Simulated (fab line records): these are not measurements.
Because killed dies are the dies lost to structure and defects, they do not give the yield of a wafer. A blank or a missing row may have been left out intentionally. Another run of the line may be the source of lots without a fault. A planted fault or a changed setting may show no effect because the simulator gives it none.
fab line records	flow nand-harc
record lots=24	wafers=72	last-day=24
route steps=1159 shown A_CONTACT@866
lots that met no fault: taken from a fault-free run of the same line
start-h: hours from the record's first day to the start of the lot's first wafer shown	wait-h: hours from the lot's prior step to this one	" identical to the entry in the row above	L1.1+2: a row that stands for several wafers	- value missing, or start not given	* or withheld: withheld	< > ~ a bound
route shown NAME@n: names a module that has steps shown in the file, with the first one's number in the route	usual: average and standard deviation across the fault-free wafers	same: alike in all rows	chamber/n: place in a boat	sites: per-site readings	_std_site: the values' standard deviation	_edge_site: outer sites' mean less inner sites'	radius-mm: how far each site lies from the wafer's centre	mask NAME#n: copy n	behind: the tool/chamber that last shaped the wafer	hold: the reason the lot was held/the length of the hold in hours/how it ended	device: transistor that didn't switch, given as n, p or np	end of line: the same wafers' tests at the end of the route	a step without rows: its recipe alone	killed: not the wafer's yield, but the dies lost to structure and defects at the first sort	map: shows each die of a wafer: x if killed, . if not, _ if none is there
set.NAME: setting as actually run; set.NAME@STEP: the setting as run at that earlier step	model.NAME: the simulator's own value behind a step, which no gauge read
one table for each step of the route and one row for each wafer, over a sample of lots
services: from which hour (start-h, from the record's first day; less than 0 if before it) a tool's chamber was out of use, for how many hours, and why
## steps
# step NHARC_A_CONTACT_ETCH_115
# recipe source-w=withheld	pressure-mtorr=20	bias-v=3000	time-s=94	target-depth-a=9220	ar-flow-sccm=withheld	c4f8-flow-sccm=withheld	o2-flow-sccm=withheld	chemistry=C4F8/O2/Ar
lot.wafer	tool	chamber	start-h	wait-h	rf-hours-counter-h
L075.1	har-cap-etch-03	0	370.60	0.1	81
L075.3	"	0	"	"	-
L075.5	"	0	"	"	-
L074.2	har-cap-etch-02	1	370.75	0.1	11
L074.1	"	0	"	"	11
L074.6	"	1	"	"	-
L076.2	har-cap-etch-03	1	387.62	0.1	84
L076.3	"	0	"	"	-
L076.5	"	0	"	"	-
L077.2	har-cap-etch-03	1	389.60	0.1	85
L077.4	"	0	"	"	-
L077.5	"	0	"	"	-
L078.2	har-cap-etch-02	1	399.24	0.1	16
L078.6	"	0	"	"	-
L078.5	"	1	"	"	-
L079.4	har-cap-etch-02	1	404.64	0.1	-
L079.3	"	0	"	"	-
L079.5	"	1	"	"	-
L080.1	har-cap-etch-01	1	415.35	0.1	64
L080.4	"	0	"	"	-
L080.5	"	0	"	"	-
L081.2	har-cap-etch-03	1	417.08	0.1	90
L081.4	"	0	"	"	-
L081.6	"	1	"	"	-
L084.2	har-cap-etch-01	1	432.22	0.1	67
L084.4	"	1	"	"	-
L084.5	"	0	"	"	-
L085.4	har-cap-etch-02	0	434.45	0.1	-
L085.3	"	1	"	"	-
L085.6	"	0	"	"	-
L083.3	har-cap-etch-01	0	436.67	0.1	-
L083.6	"	0	"	"	-
L083.5	"	1	"	"	-
L082.1	har-cap-etch-03	1	437.69	0.1	93
L082.4	"	1	"	"	-
L082.6	"	0	"	"	-
L087.1	har-cap-etch-03	0	449.15	0.1	95
L087.2	"	1	"	"	95
L087.3	"	1	"	"	-
L086.2	har-cap-etch-02	0	449.49	0.1	24
L086.4	"	0	"	"	-
L086.5	"	1	"	"	-
L088.2	har-cap-etch-01	0	465.87	0.1	73
L088.4	"	0	"	"	-
L088.5	"	1	"	"	-
L089.3	har-cap-etch-03	1	466.38	0.1	-
L089.4	"	0	"	"	-
L089.6	"	0	"	"	-
L090.2	har-cap-etch-02	1	478.66	0.1	27
L090.4	"	0	"	"	-
L090.6	"	0	"	"	-
L091.1	har-cap-etch-01	0	478.81	0.1	76
L091.2	"	1	"	"	76
L091.5	"	1	"	"	-
L092.1	har-cap-etch-03	1	484.11	0.1	102
L092.4	"	1	"	"	-
L092.3	"	0	"	"	-
L093.2	har-cap-etch-01	0	501.59	0.1	79
L093.4	"	0	"	"	-
L093.5	"	1	"	"	-
L095.2	har-cap-etch-02	0	503.33	0.1	31
L095.6	"	1	"	"	-
L095.5	"	0	"	"	-
L094.4	har-cap-etch-01	0	505.29	0.1	-
L094.3	"	1	"	"	-
L094.5	"	0	"	"	-
L096.1	har-cap-etch-03	1	505.89	0.1	105
L096.3	"	1	"	"	-
L096.5	"	1	"	"	-
L097.2	har-cap-etch-02	0	512.83	0.1	34
L097.1	"	1	"	"	34
L097.5	"	1	"	"	-
# step NHARC_A_CONTACT_ETCH_117
# recipe source-w=withheld	pressure-mtorr=20	bias-v=3000	time-s=94	target-depth-a=9220	ar-flow-sccm=withheld	c4f8-flow-sccm=withheld	o2-flow-sccm=withheld	chemistry=C4F8/O2/Ar
lot.wafer	tool	chamber	start-h	wait-h	rf-hours-counter-h
L075.1	har-cap-etch-03	0	370.79	0.1	81
L075.3	"	0	"	"	-
L075.5	"	0	"	"	-
L074.2	har-cap-etch-02	1	370.93	0.1	11
L074.1	"	0	"	"	11
L074.6	"	1	"	"	-
L076.2	har-cap-etch-03	1	387.80	0.1	84
L076.3	"	0	"	"	-
L076.5	"	0	"	"	-
L077.2	har-cap-etch-03	1	389.78	0.1	85
L077.4	"	0	"	"	-
L077.5	"	0	"	"	-
L078.2	har-cap-etch-02	1	399.42	0.1	16
L078.6	"	0	"	"	-
L078.5	"	1	"	"	-
L079.4	har-cap-etch-02	1	404.82	0.1	-
L079.3	"	0	"	"	-
L079.5	"	1	"	"	-
L080.1	har-cap-etch-01	1	415.53	0.1	64
L080.4	"	0	"	"	-
L080.5	"	0	"	"	-
L081.2	har-cap-etch-03	1	417.26	0.1	90
L081.4	"	0	"	"	-
L081.6	"	1	"	"	-
L084.2	har-cap-etch-01	1	432.40	0.1	67
L084.4	"	1	"	"	-
L084.5	"	0	"	"	-
L085.4	har-cap-etch-02	0	434.64	0.1	-
L085.3	"	1	"	"	-
L085.6	"	0	"	"	-
L083.3	har-cap-etch-01	0	436.85	0.1	-
L083.6	"	0	"	"	-
L083.5	"	1	"	"	-
L082.1	har-cap-etch-03	1	437.87	0.1	93
L082.4	"	1	"	"	-
L082.6	"	0	"	"	-
L087.1	har-cap-etch-03	0	449.33	0.1	96
L087.2	"	1	"	"	96
L087.3	"	1	"	"	-
L086.2	har-cap-etch-02	0	449.67	0.1	24
L086.4	"	0	"	"	-
L086.5	"	1	"	"	-
L088.2	har-cap-etch-01	0	466.06	0.1	73
L088.4	"	0	"	"	-
L088.5	"	1	"	"	-
L089.3	har-cap-etch-03	1	466.56	0.1	-
L089.4	"	0	"	"	-
L089.6	"	0	"	"	-
L090.2	har-cap-etch-02	1	478.84	0.1	28
L090.4	"	0	"	"	-
L090.6	"	0	"	"	-
L091.1	har-cap-etch-01	0	478.99	0.1	76
L091.2	"	1	"	"	76
L091.5	"	1	"	"	-
L092.1	har-cap-etch-03	1	484.29	0.1	102
L092.4	"	1	"	"	-
L092.3	"	0	"	"	-
L093.2	har-cap-etch-01	0	501.77	0.1	79
L093.4	"	0	"	"	-
L093.5	"	1	"	"	-
L095.2	har-cap-etch-02	0	503.51	0.1	32
L095.6	"	1	"	"	-
L095.5	"	0	"	"	-
L094.4	har-cap-etch-01	0	505.47	0.1	-
L094.3	"	1	"	"	-
L094.5	"	0	"	"	-
L096.1	har-cap-etch-03	1	506.07	0.1	105
L096.3	"	1	"	"	-
L096.5	"	1	"	"	-
L097.2	har-cap-etch-02	0	513.01	0.1	34
L097.1	"	1	"	"	34
L097.5	"	1	"	"	-
# step NHARC_A_CONTACT_ETCH_120
# recipe source-w=withheld	pressure-mtorr=20	bias-v=3000	time-s=94	target-depth-a=9220	ar-flow-sccm=withheld	c4f8-flow-sccm=withheld	o2-flow-sccm=withheld	chemistry=C4F8/O2/Ar
lot.wafer	tool	chamber	start-h	wait-h	rf-hours-counter-h
L075.1	har-cap-etch-03	0	371.06	0.1	81
L075.3	"	0	"	"	-
L075.5	"	0	"	"	-
L074.2	har-cap-etch-02	1	371.21	0.1	11
L074.1	"	0	"	"	11
L074.6	"	1	"	"	-
L076.2	har-cap-etch-03	1	388.07	0.1	84
L076.3	"	0	"	"	-
L076.5	"	0	"	"	-
L077.2	har-cap-etch-03	1	390.05	0.1	85
L077.4	"	0	"	"	-
L077.5	"	0	"	"	-
L078.2	har-cap-etch-02	1	399.69	0.1	16
L078.6	"	0	"	"	-
L078.5	"	1	"	"	-
L079.4	har-cap-etch-02	1	405.09	0.1	-
L079.3	"	0	"	"	-
L079.5	"	1	"	"	-
L080.1	har-cap-etch-01	1	415.80	0.1	64
L080.4	"	0	"	"	-
L080.5	"	0	"	"	-
L081.2	har-cap-etch-03	1	417.53	0.1	90
L081.4	"	0	"	"	-
L081.6	"	1	"	"	-
L084.2	har-cap-etch-01	1	432.67	0.1	67
L084.4	"	1	"	"	-
L084.5	"	0	"	"	-
L085.4	har-cap-etch-02	0	434.91	0.1	-
L085.3	"	1	"	"	-
L085.6	"	0	"	"	-
L083.3	har-cap-etch-01	0	437.12	0.1	-
L083.6	"	0	"	"	-
L083.5	"	1	"	"	-
L082.1	har-cap-etch-03	1	438.14	0.1	93
L082.4	"	1	"	"	-
L082.6	"	0	"	"	-
L087.1	har-cap-etch-03	0	449.60	0.1	96
L087.2	"	1	"	"	96
L087.3	"	1	"	"	-
L086.2	har-cap-etch-02	0	449.94	0.1	25
L086.4	"	0	"	"	-
L086.5	"	1	"	"	-
L088.2	har-cap-etch-01	0	466.33	0.1	73
L088.4	"	0	"	"	-
L088.5	"	1	"	"	-
L089.3	har-cap-etch-03	1	466.83	0.1	-
L089.4	"	0	"	"	-
L089.6	"	0	"	"	-
L090.2	har-cap-etch-02	1	479.11	0.1	28
L090.4	"	0	"	"	-
L090.6	"	0	"	"	-
L091.1	har-cap-etch-01	0	479.27	0.1	76
L091.2	"	1	"	"	76
L091.5	"	1	"	"	-
L092.1	har-cap-etch-03	1	484.56	0.1	102
L092.4	"	1	"	"	-
L092.3	"	0	"	"	-
L093.2	har-cap-etch-01	0	502.04	0.1	79
L093.4	"	0	"	"	-
L093.5	"	1	"	"	-
L095.2	har-cap-etch-02	0	503.78	0.1	32
L095.6	"	1	"	"	-
L095.5	"	0	"	"	-
L094.4	har-cap-etch-01	0	505.74	0.1	-
L094.3	"	1	"	"	-
L094.5	"	0	"	"	-
L096.1	har-cap-etch-03	1	506.34	0.1	106
L096.3	"	1	"	"	-
L096.5	"	1	"	"	-
L097.2	har-cap-etch-02	0	513.28	0.1	34
L097.1	"	1	"	"	34
L097.5	"	1	"	"	-
# step NHARC_A_CONTACT_OVL_MEAS_70
# usual overlay-x-nm=0.1/0.81	overlay-y-nm=0.0/0.9
lot.wafer	tool	chamber	start-h	wait-h	overlay-x-nm	overlay-y-nm
L075.1	overlay-02	-	377.67	-	-0.4	0.0
L075.3	"	-	"	"	-0.3	-0.9
L075.5	"	-	"	"	-0.8	-0.3
L074.1	overlay-01	-	378.99	-	0.1	1.7
L074.2	"	-	"	"	0.5	0.6
L074.6	"	-	"	"	0.1	0.6
L076.2	overlay-02	-	392.93	-	0.0	0.9
L076.3	"	-	"	"	-0.4	1.0
L076.5	"	-	"	"	-0.4	0.5
L077.2	overlay-02	-	395.00	-	0.1	-0.9
L077.4	"	-	"	"	0.1	-1.0
L077.5	"	-	"	"	0.1	-1.1
L078.2	overlay-01	-	404.74	-	-0.1	-0.6
L078.5	"	-	"	"	-0.6	-0.3
L078.6	"	-	"	"	-0.5	-1.3
L079.3	overlay-02	-	410.26	-	0.2	-1.3
L079.4	"	-	"	"	0.3	-1.4
L079.5	"	-	"	"	-0.1	-1.4
L080.1	overlay-01	-	420.41	-	0.5	0.5
L080.4	"	-	"	"	-0.1	0.2
L080.5	"	-	"	"	0.4	0.7
L081.2	overlay-01	-	423.85	-	1.2	-0.6
L081.4	"	-	"	"	1.1	-0.7
L081.6	"	-	"	"	0.9	-1.1
L084.2	overlay-02	-	437.63	-	-0.5	0.3
L084.4	"	-	"	"	-0.7	0.2
L084.5	"	-	"	"	-0.8	0.4
L085.3	overlay-02	-	441.09	-	-0.6	0.6
L085.4	"	-	"	"	-0.4	0.2
L085.6	"	-	"	"	-0.6	0.2
L083.3	overlay-01	-	443.17	-	0.3	0.5
L083.5	"	-	"	"	0.5	0.5
L083.6	"	-	"	"	0.5	-0.1
L082.1	overlay-02	-	443.33	-	0.7	0.4
L082.4	"	-	"	"	0.7	0.2
L082.6	"	-	"	"	0.5	0.1
L087.1	overlay-02	-	457.13	-	0.5	0.5
L087.2	"	-	"	"	0.6	0.6
L087.3	"	-	"	"	0.6	0.1
L086.2	overlay-01	-	458.20	-	0.4	-1.1
L086.4	"	-	"	"	0.1	-1.5
L086.5	"	-	"	"	0.3	-0.7
L088.2	overlay-02	-	471.24	-	1.9	1.5
L088.4	"	-	"	"	1.4	0.6
L088.5	"	-	"	"	1.1	1.9
L089.3	overlay-01	-	471.67	-	0.9	0.4
L089.4	"	-	"	"	1.3	0.7
L089.6	"	-	"	"	1.1	0.3
L090.2	overlay-02	-	484.81	-	-0.1	-1.8
L090.4	"	-	"	"	0.1	-1.8
L090.6	"	-	"	"	-0.4	-1.6
L091.1	overlay-01	-	485.82	-	-0.8	-0.7
L091.2	"	-	"	"	-0.5	-0.9
L091.5	"	-	"	"	-1.1	-0.9
L092.1	overlay-01	-	491.29	-	1.1	0.0
L092.3	"	-	"	"	1.5	-0.1
L092.4	"	-	"	"	1.4	0.0
L093.2	overlay-01	-	507.03	-	0.3	0.6
L093.4	"	-	"	"	-0.2	0.4
L093.5	"	-	"	"	0.3	1.4
L095.2	overlay-01	-	508.40	-	0.1	-1.9
L095.5	"	-	"	"	0.3	-1.9
L095.6	"	-	"	"	-0.1	-1.4
L094.3	overlay-02	-	510.34	-	-1.3	-0.3
L094.4	"	-	"	"	-1.4	0.0
L094.5	"	-	"	"	-1.4	0.1
L096.1	overlay-01	-	512.08	-	1.5	0.6
L096.3	"	-	"	"	0.9	1.0
L096.5	"	-	"	"	1.0	0.9
L097.1	overlay-02	-	522.42	-	-1.7	0.7
L097.2	"	-	"	"	-1.6	0.8
L097.5	"	-	"	"	-1.3	0.6
# step NHARC_A_CONTACT_ETCH_77
# recipe target-depth-a=726	time-s=36.3	cf4-flow-sccm=100	chf3-flow-sccm=30	ar-flow-sccm=0	rf-w=500	bias-w=200	chemistry=CF4/CHF3
# usual drypump-motor-current-A=5.7/0.44	oes-product-au=0.939/0.024	rf-vpp-V=370.8/2.6	showerhead-plenum-p-Torr=1.58/0.076	throttle-valve-pct=16.802/0.0096
lot.wafer	tool	chamber	start-h	wait-h	drypump-motor-current-A	oes-product-au	rf-hours-counter-h	rf-vpp-V	showerhead-plenum-p-Torr	throttle-valve-pct
L075.3	rie-diel-09	2	-	-	5.6	0.967	46	371.9	1.61	16.788
L075.1	"	3	"	"	5.6	0.960	48	373.1	1.64	16.803
L075.5	"	2	"	"	5.6	0.969	-	374.0	1.61	16.803
L074.2	rie-diel-03	3	-	-	5.3	0.917	61	368.1	1.47	16.808
L074.1	"	1	"	"	4.8	0.934	54	371.7	1.63	16.792
L074.6	"	1	"	"	4.7	0.932	-	373.9	1.63	16.795
L076.2	rie-diel-01	3	-	-	6.2	0.960	16	371.0	1.55	16.810
L076.3	"	0	"	"	5.7	0.954	15	375.6	1.70	16.805
L076.5	"	3	"	"	6.2	0.971	-	370.1	1.55	16.806
L077.2	rie-diel-01	1	-	-	6.0	0.915	14	366.7	1.49	16.813
L077.5	"	0	"	"	5.7	0.926	-	374.5	1.70	16.794
L077.4	"	1	"	"	6.1	0.909	-	368.1	1.49	16.812
L078.2	rie-diel-03	1	406.06	0.4	4.7	0.933	1	372.0	1.63	16.791
L078.5	"	2	"	"	5.1	0.930	-	373.8	1.67	16.801
L078.6	"	1	"	"	4.8	0.943	-	372.2	1.63	16.812
L079.3	rie-diel-01	0	-	-	5.7	0.969	19	374.7	1.70	16.800
L079.5	"	3	"	"	6.2	0.978	-	370.0	1.55	16.821
L079.4	"	0	"	"	5.7	0.968	-	375.2	1.69	16.808
L080.4	rie-diel-01	2	-	-	5.6	0.960	14	368.9	1.54	16.786
L080.1	"	3	"	"	6.2	0.962	22	368.9	1.55	16.795
L080.5	"	3	"	"	6.2	0.957	-	370.3	1.55	16.793
L081.2	rie-diel-09	0	-	-	6.4	0.915	62	371.0	1.60	16.809
L081.4	"	1	"	"	5.0	0.928	61	366.5	1.47	16.803
L081.6	"	3	"	"	5.6	0.925	-	373.0	1.64	16.810
L084.4	rie-diel-01	0	-	-	5.7	0.979	24	374.6	1.69	16.800
L084.2	"	2	"	"	5.6	0.956	17	368.4	1.54	16.806
L084.5	"	3	"	"	6.2	0.977	-	370.3	1.55	16.802
L085.3	rie-diel-01	0	-	-	5.7	0.910	25	375.1	1.69	16.816
L085.4	"	1	"	"	6.1	0.927	24	366.3	1.49	16.813
L085.6	"	2	"	"	5.6	0.922	-	368.4	1.54	16.822
L083.3	rie-diel-01	0	-	-	5.7	0.906	26	375.3	1.69	16.790
L083.6	"	3	"	"	6.2	0.929	-	369.2	1.55	16.798
L083.5	"	0	"	"	5.7	0.916	-	375.5	1.69	16.794
L082.1	rie-diel-03	2	-	-	5.2	0.917	15	371.8	1.66	16.789
L082.4	"	1	"	"	4.7	0.931	21	371.1	1.63	16.797
L082.6	"	2	"	"	5.2	0.930	-	372.4	1.66	16.804
L087.2	rie-diel-01	0	-	-	5.7	0.924	29	374.5	1.69	16.794
L087.3	"	1	"	"	6.0	0.936	27	366.2	1.49	16.797
L087.1	"	3	"	"	6.2	0.916	30	370.0	1.55	16.794
L086.2	rie-diel-03	2	-	-	5.2	0.925	21	374.6	1.66	16.801
L086.4	"	3	"	"	5.3	0.919	19	367.9	1.47	16.794
L086.5	"	2	"	"	5.2	0.927	-	372.5	1.66	16.801
L088.4	rie-diel-01	1	-	-	6.1	0.919	30	368.5	1.49	16.801
L088.2	"	3	"	"	6.2	0.929	33	370.3	1.55	16.803
L088.5	"	0	"	"	5.7	0.924	-	375.2	1.69	16.806
L089.4	rie-diel-09	0	-	-	6.4	0.948	13	370.4	1.59	16.814
L089.3	"	1	"	"	5.0	0.954	12	365.9	1.46	16.815
L089.6	"	3	"	"	5.6	0.992	-	373.2	1.63	16.803
L090.2	rie-diel-01	0	-	-	5.7	0.958	35	374.4	1.69	16.818
L090.4	"	1	"	"	6.1	0.936	33	367.9	1.49	16.808
L090.6	"	3	"	"	6.2	0.935	-	368.8	1.55	16.786
L091.1	rie-diel-03	1	-	-	4.8	0.934	38	371.1	1.62	16.799
L091.2	"	2	"	"	5.2	0.921	32	375.1	1.66	16.806
L091.5	"	1	"	"	4.7	0.927	-	372.2	1.62	16.809
L092.1	rie-diel-03	1	491.91	-	4.7	1.017	40	371.3	1.62	16.803
L092.4	"	2	"	"	5.2	0.998	33	372.9	1.66	16.824
L092.3	"	0	"	"	5.8	0.996	24	371.8	1.59	16.814
L093.2	rie-diel-01	0	-	-	5.7	0.941	1	372.7	1.69	16.793
L093.4	"	1	"	"	6.0	0.951	1	367.2	1.49	16.794
L093.5	"	3	"	"	6.2	0.927	-	370.4	1.55	16.794
L095.2	rie-diel-01	3	-	-	6.2	0.921	1	370.0	1.55	16.800
L095.5	"	0	"	"	5.7	0.927	-	373.9	1.69	16.813
L095.6	"	1	"	"	6.0	0.924	-	367.8	1.49	16.793
L094.4	rie-diel-09	2	-	-	5.6	0.921	27	371.9	1.60	16.817
L094.3	"	1	"	"	5.0	0.924	28	366.9	1.46	16.785
L094.5	"	2	"	"	5.6	0.914	-	371.1	1.60	16.790
L096.1	rie-diel-01	3	-	-	6.2	0.935	3	370.6	1.55	16.801
L096.3	"	0	"	"	5.7	0.940	3	374.9	1.69	16.801
L096.5	"	0	"	"	5.7	0.950	-	374.2	1.69	16.805
L097.2	rie-diel-01	3	-	-	6.2	0.914	5	369.4	1.54	16.797
L097.1	"	1	"	"	6.0	0.911	5	366.1	1.49	16.812
L097.5	"	2	"	"	5.6	0.923	-	369.2	1.53	16.807
# step NHARC_A_CONTACT_ETCH_125
# recipe source-w=withheld	pressure-mtorr=20	bias-v=1200	time-s=155	target-depth-a=9560	ar-flow-sccm=withheld	c4f8-flow-sccm=withheld	o2-flow-sccm=withheld	chemistry=C4F8/O2/Ar
lot.wafer	tool	chamber	start-h	wait-h	rf-hours-counter-h
L075.1	har-cap-etch-03	0	379.19	0.2	82
L075.3	"	0	"	"	-
L075.5	"	0	"	"	-
L074.2	har-cap-etch-02	1	380.72	0.2	13
L074.1	"	0	"	"	13
L074.6	"	0	"	"	-
L076.2	har-cap-etch-01	1	394.60	0.2	60
L076.3	"	1	"	"	-
L076.5	"	0	"	"	-
L077.2	har-cap-etch-03	1	396.64	0.2	86
L077.4	"	0	"	"	-
L077.5	"	1	"	"	-
L078.2	har-cap-etch-01	0	407.67	0.2	62
L078.6	"	0	"	"	-
L078.5	"	1	"	"	-
L079.3	har-cap-etch-03	1	411.93	0.1	-
L079.4	"	0	"	"	-
L079.5	"	0	"	"	-
L080.1	har-cap-etch-01	1	421.85	0.2	65
L080.4	"	0	"	"	-
L080.5	"	1	"	"	-
L081.2	har-cap-etch-03	1	425.31	0.2	91
L081.4	"	1	"	"	-
L081.6	"	0	"	"	-
L084.2	har-cap-etch-02	1	439.07	0.2	21
L084.4	"	0	"	"	-
L084.5	"	1	"	"	-
L085.3	har-cap-etch-01	1	442.68	0.1	-
L085.4	"	0	"	"	-
L085.6	"	1	"	"	-
L083.3	har-cap-etch-03	1	444.69	0.1	-
L083.6	"	1	"	"	-
L083.5	"	0	"	"	-
L082.1	har-cap-etch-02	0	444.81	0.2	23
L082.4	"	0	"	"	-
L082.6	"	0	"	"	-
L087.2	har-cap-etch-01	0	458.55	0.2	71
L087.1	"	1	"	"	71
L087.3	"	0	"	"	-
L086.2	har-cap-etch-03	0	459.75	0.2	97
L086.4	"	1	"	"	-
L086.5	"	1	"	"	-
L088.2	har-cap-etch-01	0	472.86	0.2	74
L088.4	"	0	"	"	-
L088.5	"	0	"	"	-
L089.4	har-cap-etch-03	1	473.20	0.1	-
L089.3	"	0	"	"	-
L089.6	"	1	"	"	-
L090.2	har-cap-etch-01	0	486.26	0.2	77
L090.4	"	0	"	"	-
L090.6	"	0	"	"	-
L091.2	har-cap-etch-02	0	487.24	0.2	29
L091.1	"	1	"	"	29
L091.5	"	0	"	"	-
L092.1	har-cap-etch-03	1	492.79	0.2	103
L092.4	"	0	"	"	-
L092.3	"	1	"	"	-
L093.2	har-cap-etch-02	0	508.59	0.2	32
L093.4	"	1	"	"	-
L093.5	"	1	"	"	-
L095.2	har-cap-etch-01	0	509.82	0.2	81
L095.6	"	0	"	"	-
L095.5	"	1	"	"	-
L094.4	har-cap-etch-03	0	511.86	0.1	-
L094.3	"	1	"	"	-
L094.5	"	1	"	"	-
L096.1	har-cap-etch-03	1	513.63	0.2	107
L096.3	"	0	"	"	-
L096.5	"	1	"	"	-
L097.1	har-cap-etch-03	1	524.23	0.2	110
L097.2	"	0	"	"	110
L097.5	"	1	"	"	-
## services
tool	chamber	start-h	hours	kind
rie-diel-01	0	348.34	-	clean
rie-diel-01	1	348.34	-	clean
rie-diel-01	2	348.34	-	clean
rie-diel-01	3	348.34	-	clean
rie-diel-09	0	353.43	2.7	repair
rie-diel-09	0	371.94	1.3	repair
rie-diel-01	0	372.84	-	clean
rie-diel-01	1	372.84	-	clean
rie-diel-01	2	372.84	-	clean
rie-diel-01	3	372.84	-	clean
rie-diel-01	2	381.19	32.8	repair
rie-diel-01	1	383.76	2.5	repair
rie-diel-03	-	392.34	9.0	pm
rie-diel-01	0	397.35	-	clean
rie-diel-01	1	397.35	-	clean
rie-diel-01	3	397.35	-	clean
rie-diel-03	2	408.24	2.8	repair
rie-diel-01	0	424.13	5.2	repair
rie-diel-09	-	432.52	9.0	pm
rie-diel-01	-	465.79	1.9	repair
rie-diel-01	-	491.84	9.0	pm
rie-diel-03	2	513.89	7.6	repair
rie-diel-09	3	514.81	12.1	repair
rie-diel-01	-	515.86	0.1	repair
## key
fault none
